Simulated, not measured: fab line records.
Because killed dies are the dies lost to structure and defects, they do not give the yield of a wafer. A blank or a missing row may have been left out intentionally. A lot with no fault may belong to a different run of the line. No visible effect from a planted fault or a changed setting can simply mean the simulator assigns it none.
fab line records	flow n5-finfet
record: lots: 11	wafers: 30	last-day: 17
route steps=1938 shown BEOL_M3@968 BEOL_M4@1111 PASSIVATION@1936
lots that met no fault: from a run of the same line without faults
start-h: start of the lot's first displayed wafer, in hours after the record's first day	wait-h: hours since the lot's step before	" identical to the entry in the row above	L1.1+2: a single row standing in for several wafers	- no value present, or no start provided	* or withheld: withheld	< > ~ a bound
route shown NAME@n: NAME is a module with steps in the file, n the number in the route of the first one	usual: mean/standard deviation of fault-free wafers	same: alike in all rows	chamber/n: place in a boat	sites: readings site by site	_std_site: their standard deviation	_edge_site: inner sites' mean taken away from outer sites' mean	radius-mm: for every site, how far away it sits from the centre of the wafer	mask NAME#n: copy n	behind: the last tool/chamber to shape the wafer	hold: why the lot went on hold/how many hours it stayed there/how the hold came to an end	device: the n, p or np transistor that did not switch	end of line: tests run on the same wafers once the route is complete	for a step that has no rows: nothing shown but its recipe	killed: dies that structure and defects cost at the first sort, which is not the same as the wafer's yield	map: dies across one wafer; x = killed, . = not, _ = none there
set.NAME: the setting as run; set.NAME@STEP: as run at that earlier step	model.NAME: the simulator's own value behind a step, which no gauge read
route steps across a sampled set of lots; one table per step, one row per wafer
services: the hour from which a tool's chamber was out of use, counted from the record's first day as start-h (under 0 if before that day), plus the number of hours and why
== steps ==
step: N5_BEOL_M3_INSPECT_30
recipe: mode: adi	inspect-instrument: brightfield
usual: raw-defect-count: 387/98
lot.wafer	tool	chamber	start-h	wait-h	raw-defect-count
L284.1	defect-inspect-01	-	141.04	0.1	421
L284.3	"	-	"	"	363
L284.5	"	-	"	"	380
L285.2	defect-inspect-01	-	149.33	0.0	363
L285.6	"	-	"	"	376
L288.1	defect-inspect-01	-	165.19	0.1	351
L288.4	"	-	"	"	340
L288.6	"	-	"	"	316
L289.1	defect-inspect-02	-	168.06	0.1	254
L289.2	"	-	"	"	362
L289.3	"	-	"	"	364
L290.1	defect-inspect-02	-	184.26	0.1	219
L290.5	"	-	"	"	360
L290.6	"	-	"	"	293
L293.1	defect-inspect-01	-	205.52	0.1	383
L293.2	"	-	"	"	305
L293.5	"	-	"	"	396
L295.1	defect-inspect-01	-	212.40	0.1	421
L295.6	"	-	"	"	340
L297.1	defect-inspect-01	-	227.00	0.1	291
L297.2	"	-	"	"	307
L301.1	defect-inspect-02	-	245.33	0.1	453
L301.2	"	-	"	"	393
L301.6	"	-	"	"	332
L302.1	defect-inspect-01	-	251.85	0.1	405
L302.2	"	-	"	"	446
L302.3	"	-	"	"	449
L306.2	defect-inspect-01	-	281.86	0.0	365
L306.3	"	-	"	"	309
L306.6	"	-	"	"	354
step: N5_BEOL_M3_ETCH_70
recipe: chemistry: N2/H2	target: SOC	target-depth-a: 800	overetch-a: 160	mask-material: SiARC	temp-c: 40	time-s: 120	ion-energy-ev: 200	pressure-mtorr: 30	source-w: 840	bias-w: 150	n2-flow-sccm: 200	h2-flow-sccm: 200
usual: drypump-motor-current-A: 5.7/0.39	h2-flow-sccm: 200.0/0.66	oes-product-au: 0.58/0.059	rf-vpp-V: 523.2/1.8	run-length-s: 143.1/0.36	showerhead-plenum-p-Torr: 2.52/0.057	throttle-valve-pct: 17.9/0.32
lot.wafer	tool	chamber	start-h	wait-h	drypump-motor-current-A	h2-flow-sccm	oes-product-au	rf-hours-counter-h	rf-vpp-V	run-length-s	showerhead-plenum-p-Torr	throttle-valve-pct
L284.1	rie-diel-03	3	147.30	0.0	5.7	201.1	0.55	181	519.6	142.8	2.40	17.6
L284.3	"	1	"	"	6.3	198.7	0.59	157	526.4	143.2	2.64	18.1
L284.5	"	1	"	"	6.3	199.9	0.58	-	527.9	143.0	2.64	18.2
L285.2	rie-diel-02	3	151.89	0.0	5.3	200.4	0.62	81	524.0	142.7	2.56	17.4
L285.6	"	1	"	"	5.8	199.6	0.72	-	523.9	142.6	2.49	17.5
L288.1	rie-diel-02	2	169.05	0.0	5.1	200.8	0.54	193	525.0	143.2	2.53	18.0
L288.4	"	1	"	"	5.8	200.9	0.71	19	523.0	142.6	2.48	17.5
L288.6	"	1	"	"	5.7	200.6	0.72	-	522.1	142.6	2.48	17.5
L289.1	rie-diel-01	0	173.97	0.0	5.7	200.6	0.53	236	523.3	142.9	2.51	17.7
L289.2	"	2	"	"	6.3	199.3	0.59	148	522.3	142.9	2.46	18.0
L289.3	"	1	"	"	5.5	199.1	0.56	185	523.8	143.4	2.52	17.9
L290.1	rie-diel-01	1	185.69	0.0	5.5	199.8	0.56	188	523.4	143.5	2.52	17.9
L290.5	"	0	"	"	5.7	199.6	0.53	-	523.4	143.0	2.50	17.7
L290.6	"	1	"	"	5.5	199.0	0.55	-	522.1	143.2	2.52	17.9
L293.1	rie-diel-03	0	206.01	0.0	5.7	199.7	0.57	193	526.5	143.7	2.63	17.8
L293.2	"	2	"	"	6.0	199.5	0.76	1	527.6	143.2	2.69	17.7
L293.5	"	2	"	"	6.0	199.5	0.76	-	528.5	143.3	2.69	17.7
L295.1	rie-diel-01	1	214.37	0.0	5.5	200.7	0.55	200	521.9	143.0	2.51	17.9
L295.6	"	2	"	"	6.3	200.2	0.61	-	521.3	136.0	2.45	18.0
L297.1	rie-diel-01	1	232.48	0.0	5.5	200.9	0.55	207	521.7	143.5	2.51	17.9
L297.2	"	2	"	"	6.3	200.5	0.61	170	520.1	136.2	2.45	18.1
L301.1	rie-diel-01	3	246.10	0.0	5.5	199.2	0.55	194	522.4	143.3	2.52	17.9
L301.2	"	2	"	"	6.3	199.3	0.61	177	520.1	136.3	2.45	18.1
L301.6	"	2	"	"	6.2	199.7	0.61	-	521.7	136.2	2.45	18.1
L302.1	rie-diel-03	1	258.84	0.0	6.3	200.5	0.56	187	527.0	143.0	2.63	18.2
L302.2	"	0	"	"	5.7	200.9	0.55	205	526.9	143.6	2.63	17.9
L302.3	"	2	"	"	6.0	199.7	0.72	13	529.6	143.1	2.68	17.7
L306.2	rie-diel-02	3	287.09	0.0	5.3	200.0	0.59	120	524.3	142.8	2.54	17.4
L306.3	"	2	"	"	5.2	200.8	0.51	233	523.7	143.6	2.51	18.1
L306.6	"	0	"	"	6.3	200.1	0.54	-	522.2	142.9	2.53	18.6
step: N5_BEOL_M3_STRIP_36
recipe: chemistry: N2/H2	power-w: 450	temp-c: 40	pressure-mtorr: 20	rf-frequency-hz: 6e+07	overash-fraction: 0.3	bias-power-w: 7	h2-frac: 0.5	n2-flow-sccm: 200	h2-flow-sccm: 200
usual: drypump-motor-current-A: 5.7/0.4	h2-flow-sccm: 200.0/0.62	oes-product-au: 0.76/0.083	rf-vpp-V: 59.1/1.5	showerhead-plenum-p-Torr: 2.51/0.057	throttle-valve-pct: 23.7/0.47
lot.wafer	tool	chamber	start-h	wait-h	drypump-motor-current-A	h2-flow-sccm	oes-product-au	rf-hours-counter-h	rf-vpp-V	showerhead-plenum-p-Torr	throttle-valve-pct
L284.1	rie-diel-03	3	147.46	0.0	5.8	199.6	0.74	181	59.7	2.39	23.3
L284.3	"	1	"	"	6.3	199.6	0.76	157	60.2	2.64	24.1
L284.5	"	1	"	"	6.3	199.9	0.76	-	60.0	2.64	24.1
L285.2	rie-diel-02	3	152.05	0.0	5.3	200.3	0.81	81	59.1	2.55	23.1
L285.6	"	1	"	"	5.8	199.7	0.97	-	61.0	2.48	23.2
L288.1	rie-diel-02	2	169.21	0.0	5.2	199.6	0.71	193	61.5	2.52	23.6
L288.4	"	1	"	"	5.8	200.9	0.95	19	58.2	2.48	23.3
L288.6	"	1	"	"	5.8	199.5	0.95	-	59.8	2.48	23.2
L289.1	rie-diel-01	0	174.13	0.0	5.7	200.2	0.68	236	58.4	2.50	23.3
L289.2	"	2	"	"	6.3	200.2	0.76	148	59.4	2.46	24.0
L289.3	"	1	"	"	5.5	200.1	0.73	185	58.7	2.52	23.5
L290.1	rie-diel-01	1	185.85	0.0	5.5	199.5	0.73	188	61.3	2.51	23.5
L290.5	"	0	"	"	5.6	198.7	0.70	-	60.2	2.50	23.4
L290.6	"	1	"	"	5.5	199.5	0.73	-	63.2	2.51	23.5
L293.1	rie-diel-03	0	206.17	0.0	5.7	200.7	0.71	193	59.5	2.63	23.5
L293.2	"	2	"	"	6.0	199.6	1.01	1	57.0	2.68	23.5
L293.5	"	2	"	"	6.0	199.3	1.01	-	59.1	2.68	23.5
L295.1	rie-diel-01	1	214.53	0.0	5.5	201.5	0.71	200	59.5	2.51	23.5
L295.6	"	2	"	"	6.3	200.3	0.74	-	57.0	2.45	24.0
L297.1	rie-diel-01	1	232.64	0.0	5.5	200.4	0.72	207	58.8	2.51	23.5
L297.2	"	2	"	"	6.3	199.5	0.75	170	58.0	2.45	24.0
L301.1	rie-diel-01	3	246.26	0.0	5.4	200.8	0.72	195	61.1	2.52	23.7
L301.2	"	2	"	"	6.2	200.4	0.73	177	56.0	2.44	24.0
L301.6	"	2	"	"	6.2	199.4	0.74	-	59.8	2.44	24.0
L302.1	rie-diel-03	1	259.00	0.0	6.3	200.6	0.75	187	59.8	2.63	24.1
L302.2	"	0	"	"	5.7	200.4	0.72	205	58.5	2.62	23.5
L302.3	"	2	"	"	6.0	200.7	0.96	13	62.2	2.68	23.5
L306.2	rie-diel-02	3	287.26	0.0	5.4	199.7	0.77	120	57.6	2.54	23.2
L306.3	"	2	"	"	5.2	199.9	0.68	233	58.4	2.51	23.7
L306.6	"	0	"	"	6.3	200.9	0.71	-	61.7	2.53	24.8
step: N5_BEOL_M3_OCD_MEAS_38
usual: trench-depth-nm: 55.3/1.3
lot.wafer	tool	chamber	start-h	wait-h	trench-depth-nm
L284.1	ocd-02	-	147.65	-	56.4
L284.3	"	-	"	"	55.2
L284.5	"	-	"	"	55.2
L285.2	ocd-02	-	152.24	-	55.6
L285.6	"	-	"	"	56.2
L288.1	ocd-01	-	169.41	-	56.3
L288.4	"	-	"	"	56.6
L288.6	"	-	"	"	55.8
L289.1	ocd-01	-	174.33	-	57.3
L289.2	"	-	"	"	56.1
L289.3	"	-	"	"	56.0
L290.1	ocd-02	-	186.04	-	55.3
L290.5	"	-	"	"	56.4
L290.6	"	-	"	"	55.8
L293.1	ocd-02	-	206.36	-	52.7
L293.2	"	-	"	"	56.9
L293.5	"	-	"	"	56.8
L295.1	ocd-02	-	214.73	-	56.6
L295.6	"	-	"	"	56.1
L297.1	ocd-01	-	232.83	-	57.3
L297.2	"	-	"	"	56.6
L301.1	ocd-01	-	246.46	-	52.5
L301.2	"	-	"	"	55.6
L301.6	"	-	"	"	55.8
L302.1	ocd-01	-	259.19	-	54.6
L302.2	"	-	"	"	52.8
L302.3	"	-	"	"	56.5
L306.2	ocd-02	-	287.45	-	54.7
L306.3	"	-	"	"	56.7
L306.6	"	-	"	"	54.1
step: N5_BEOL_M4_RC_MEAS_101
usual: DIBL_N: 37.5/2	DIBL_P: 37.5/2.5	IOFF_N: 0.18/0.042	IOFF_P: 0.24/0.046	ION_N: 677/15	ION_P: 464/9.5	SS_N: 72.0/0.76	SS_P: 73.6/0.79	VT_N: 249/3.5	VT_P: -249/3.2
lot.wafer	tool	chamber	start-h	wait-h	DIBL_N[mV/V]	DIBL_P[mV/V]	IOFF_N[nA/um]	IOFF_P[nA/um]	ION_N[uA/um]	ION_P[uA/um]	SS_N[mV/dec]	SS_P[mV/dec]	VT_N[mV]	VT_P[mV]
L284.1	prober-01	0	161.35	0.0	40.3	39.7	0.25	0.27	677	458	73.5	73.8	245	-249
L284.3	"	0	"	"	36.7	36.9	0.16	0.23	686	473	71.2	72.4	248	-248
L284.5	"	0	"	"	37.4	37.3	0.16	0.23	690	473	72.0	73.4	250	-247
L285.2	prober-02	0	170.18	0.2	37.0	38.6	0.17	0.23	691	466	72.8	74.1	247	-251
L285.6	"	0	"	"	38.1	39.7	0.18	0.26	667	458	72.8	74.7	251	-249
L288.1	prober-02	0	182.55	0.0	36.5	34.2	0.13	0.21	670	468	71.2	73.3	254	-247
L288.4	"	0	"	"	37.0	36.7	0.15	0.26	658	464	71.2	73.5	250	-248
L288.6	"	0	"	"	39.3	37.7	0.18	0.26	680	470	72.3	73.6	247	-245
L289.1	prober-01	0	195.03	0.0	34.2	34.4	0.15	0.18	682	471	72.3	73.2	253	-254
L289.2	"	0	"	"	36.0	37.9	0.18	0.24	670	457	72.0	73.3	247	-249
L289.3	"	0	"	"	36.8	38.0	0.20	0.23	687	464	72.0	74.3	247	-251
L290.1	prober-02	0	202.69	0.0	37.3	36.9	0.17	0.24	678	469	71.4	74.0	249	-249
L290.5	"	0	"	"	39.1	38.0	0.20	0.26	684	472	72.7	74.2	248	-247
L290.6	"	0	"	"	34.8	35.0	0.13	0.23	650	454	71.0	74.0	250	-248
L293.1	prober-02	0	221.05	0.0	38.8	39.8	0.21	0.29	691	475	71.1	74.3	243	-242
L293.2	"	0	"	"	38.0	37.3	0.18	0.24	677	465	71.7	73.2	252	-247
L293.5	"	0	"	"	39.1	39.7	0.19	0.28	667	468	71.3	74.1	247	-245
L295.1	prober-01	0	228.21	0.0	37.1	40.3	0.19	0.27	658	446	71.9	74.3	250	-252
L295.6	"	0	"	"	36.0	37.7	0.15	0.20	654	446	72.2	72.6	254	-255
L297.1	prober-02	0	247.20	0.0	39.4	39.6	0.22	0.23	676	457	72.2	74.0	248	-252
L297.2	"	0	"	"	39.2	39.9	0.21	0.25	680	460	72.6	74.8	247	-249
L301.1	prober-01	0	266.78	0.0	37.0	37.8	0.19	0.24	702	482	72.2	73.1	250	-248
L301.2	"	0	"	"	34.2	33.9	0.13	0.19	650	451	71.8	72.7	252	-251
L301.6	"	0	"	"	37.5	38.3	0.19	0.25	671	465	72.0	74.7	248	-247
L302.1	prober-01	0	273.67	0.0	40.8	40.6	0.23	0.29	690	470	72.2	74.2	244	-247
L302.2	"	0	"	"	38.5	36.9	0.18	0.24	655	457	71.7	73.8	249	-247
L302.3	"	0	"	"	39.0	38.1	0.19	0.25	664	460	71.6	73.0	249	-247
L306.2	prober-01	0	305.41	0.2	39.4	39.4	0.22	0.25	683	457	72.8	74.8	244	-249
L306.3	"	0	"	"	34.4	34.4	0.12	0.18	672	465	71.4	73.1	251	-254
L306.6	"	0	"	"	39.7	40.4	0.23	0.28	697	474	72.3	74.5	241	-249
step: N5_PASSIVATION_PROBE_49
usual: defect-limited-yield: 91.8/1.5	killed_at_M0_to_M3: 33/11	killed_at_M4_up: 13/5	killed-at-contacts: 11/5.6	killed-at-front-end: 36/12	killed-at-other: 3.4/2.5	killed-dies: 97/18	killed-open: 64/13	killed-short: 31/6.9	sort_bin_5_function: 4.8/1	sort_bin_6_memory: 3.1/0.64	sort_bin_8_speed: 0.00/0.014	sort-n-pass: 1083/18	sort-yield-pct: 91.8/1.5
same: gross-dies: 1180	killed-at-back-side: 0	sort_bin_4_leakage[%]: 0
lot.wafer	tool	chamber	start-h	wait-h	defect-limited-yield[%]	killed_at_M0_to_M3	killed_at_M4_up	killed-at-contacts	killed-at-front-end	killed-at-other	killed-dies	killed-open	killed-short	sort_bin_5_function[%]	sort_bin_6_memory[%]	sort_bin_8_speed[%]	sort-n-pass	sort-yield-pct[%]
L284.1	prober-02	-	266.92	0.0	93.1	10	18	12	36	5	81	49	31	4.2	2.5	0	1099	93.1
L284.3	prober-02	-	267.02	0.1	91.7	28	21	23	24	2	98	70	28	5.3	2.8	0	1082	91.7
L284.5	prober-02	-	267.12	0.2	91.5	32	17	12	33	6	100	67	32	5.0	3.0	0.08	1080	91.5
L285.2	prober-02	-	277.19	0.1	92.5	31	13	7	35	2	88	60	28	3.7	3.5	0	1092	92.5
L285.6	prober-02	-	277.39	0.3	92.1	47	10	9	27	0	93	57	35	4.0	3.6	0	1087	92.1
L293.1	prober-02	-	325.74	0.0	93.2	24	20	8	25	3	80	55	25	4.3	2.4	0	1100	93.2
L293.2	prober-02	-	325.79	0.1	93.6	23	15	13	25	0	76	49	27	4.5	1.9	0	1104	93.6
L293.5	prober-02	-	325.94	0.2	90.6	50	12	17	30	2	111	70	41	5.6	3.6	0	1069	90.6
L302.1	prober-01	-	373.95	0.0	90.9	35	16	11	42	3	107	56	43	5.4	3.0	0	1073	90.9
L302.2	prober-01	-	374.00	0.1	92.8	36	9	7	31	2	85	39	44	3.9	3.0	0	1095	92.8
L302.3	prober-01	-	374.05	0.1	91.4	35	15	4	46	1	101	62	27	5.0	2.5	0	1079	91.4
killed by level:class
L284.1 FIN_SAQP:geometric-particle:open=14 FIN_SAQP:geometric-particle:short=11 BEOL_M4:geometric-particle:open=10 MOL_CONTACT_COAG:geometric-particle:open=9 MOL_CONTACT_COAG:geometric-particle:short=3 MIM_TOP:geometric-particle:short=3 STARTING-WAFER:geometric-particle:short=3 GATE_CUT:geometric-particle:short=2
L284.3 MOL_CONTACT_COAG:geometric-particle:open=18 BEOL_M0_SAQP:geometric-particle:short=10 BEOL_M4:geometric-particle:open=9 FIN_SAQP:geometric-particle:open=8 BEOL_M0_SAQP:geometric-particle:open=8 MOL_CONTACT_COAG:geometric-particle:short=5 STI_FIN_REVEAL:geometric-particle:open=3 BEOL_M1:geometric-particle:open=3
L284.5 FIN_SAQP:geometric-particle:open=12 MOL_CONTACT_COAG:geometric-particle:open=10 BEOL_M0_SAQP:geometric-particle:short=9 BEOL_M4:geometric-particle:open=9 BEOL_M0_SAQP:geometric-particle:open=8 STARTING-WAFER:geometric-particle:open=5 BEOL_M1:geometric-particle:open=4 BEOL_M3:geometric-particle:open=4
L285.2 BEOL_M2:geometric-particle:open=9 GATE_CUT:geometric-particle:short=8 GATE_CUT:geometric-particle:open=6 MOL_CONTACT_COAG:geometric-particle:open=6 DUMMY_GATE:geometric-particle:open=5 BEOL_M0_SAQP:geometric-particle:open=5 BEOL_M0_SAQP:geometric-particle:short=4 BEOL_M1:geometric-particle:open=4
L285.6 BEOL_M1:geometric-particle:open=17 BEOL_M0_SAQP:geometric-particle:short=11 GATE_CUT:geometric-particle:short=6 MOL_CONTACT_COAG:geometric-particle:open=6 BEOL_M2:geometric-particle:open=6 BEOL_M4:geometric-particle:open=5 FIN_SAQP:geometric-particle:open=4 STI_FIN_REVEAL:geometric-particle:open=4
L293.1 BEOL_M0_SAQP:geometric-particle:open=8 FIN_SAQP:geometric-particle:open=6 FIN_SAQP:geometric-particle:short=6 BEOL_M0_SAQP:geometric-particle:short=5 BEOL_M4:geometric-particle:open=5 STI_FIN_REVEAL:geometric-particle:open=4 BEOL_M5:geometric-particle:open=4 MOL_CONTACT_COAG:geometric-particle:short=4
L293.2 MOL_CONTACT_COAG:geometric-particle:open=10 FIN_SAQP:geometric-particle:open=8 STI_FIN_REVEAL:geometric-particle:open=6 BEOL_M0_SAQP:geometric-particle:short=5 BEOL_M4:geometric-particle:open=5 BEOL_M0_SAQP:geometric-particle:open=4 BEOL_M5:geometric-particle:open=4 FIN_SAQP:geometric-particle:short=3
L293.5 BEOL_M0_SAQP:geometric-particle:short=18 MOL_CONTACT_COAG:geometric-particle:open=15 BEOL_M0_SAQP:geometric-particle:open=14 BEOL_M2:geometric-particle:short=7 STI_FIN_REVEAL:geometric-particle:open=6 BEOL_M0:geometric-particle:open=5 BEOL_M4:geometric-particle:open=4 FIN_SAQP:geometric-particle:open=3
L302.1 FIN_SAQP:geometric-particle:short=11 BEOL_M2:geometric-particle:open=9 MOL_CONTACT_COAG:geometric-particle:open=7 BEOL_M0_SAQP:geometric-particle:open=7 BEOL_M0_SAQP:geometric-particle:short=6 HKMG_FIN:area-etch=5 FIN_SAQP:geometric-particle:open=4 STI_FIN_REVEAL:geometric-particle:open=4
L302.2 BEOL_M0_SAQP:geometric-particle:short=12 BEOL_M2:geometric-particle:open=6 FIN_SAQP:geometric-particle:short=5 STI_FIN_REVEAL:geometric-particle:open=4 GATE_CUT:geometric-particle:short=4 MOL_CONTACT_COAG:geometric-particle:open=4 BEOL_M1:geometric-particle:open=4 FIN_SAQP:geometric-particle:open=3
L302.3 BEOL_M0_SAQP:geometric-particle:open=10 FIN_SAQP:geometric-particle:short=10 BEOL_M2:geometric-particle:open=9 HKMG_FIN:area-etch=9 GATE_CUT:geometric-particle:short=6 BEOL_M4:geometric-particle:open=6 STI_FIN_REVEAL:geometric-particle:open=5 ILD0:geometric-particle:open=5
== services ==
tool	chamber	start-h	hours	kind
rie-diel-01	0	137.19	2.4	repair
rie-diel-01	3	176.74	8.3	repair
rie-diel-03	2	181.29	-	clean
rie-diel-03	2	181.29	-	consumable-replace:focus-ring
rie-diel-03	2	181.29	-	consumable-replace:showerhead
rie-diel-03	2	181.29	19.7	scheduled-down
rie-diel-03	2	181.29	19.7	vent-cycle
rie-diel-03	-	234.90	15.6	pm
rie-diel-01	0	270.83	-	clean
rie-diel-01	0	270.83	-	consumable-replace:focus-ring
rie-diel-01	0	270.83	24.0	scheduled-down
rie-diel-01	0	270.83	24.0	vent-cycle
== key ==
first-sign: step: N5_BEOL_M3_ETCH_70	reading: run-length-s	direction: down	sigmas: 19	usual: *	struck: *
effect none on later readings
met-at N5_BEOL_M3_ETCH_70
struck-lots L295,L297,L301
struck-wafers L295.6,L297.2,L301.2,L301.6
not-acting-at N5_BEOL_M3_INSPECT_30,N5_BEOL_M3_STRIP_36,N5_BEOL_M3_OCD_MEAS_38
onset-between 185.69 214.37
fault: kind: process-parameter-drift	tool: rie-diel-01	chamber: -	onset-h: 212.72	steps: N5_BEOL_M3_ETCH_70	channel: time-s	offset: *	shape: step	end-h: 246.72	scope: struck-wafers-only	acts-in: *	stated: *
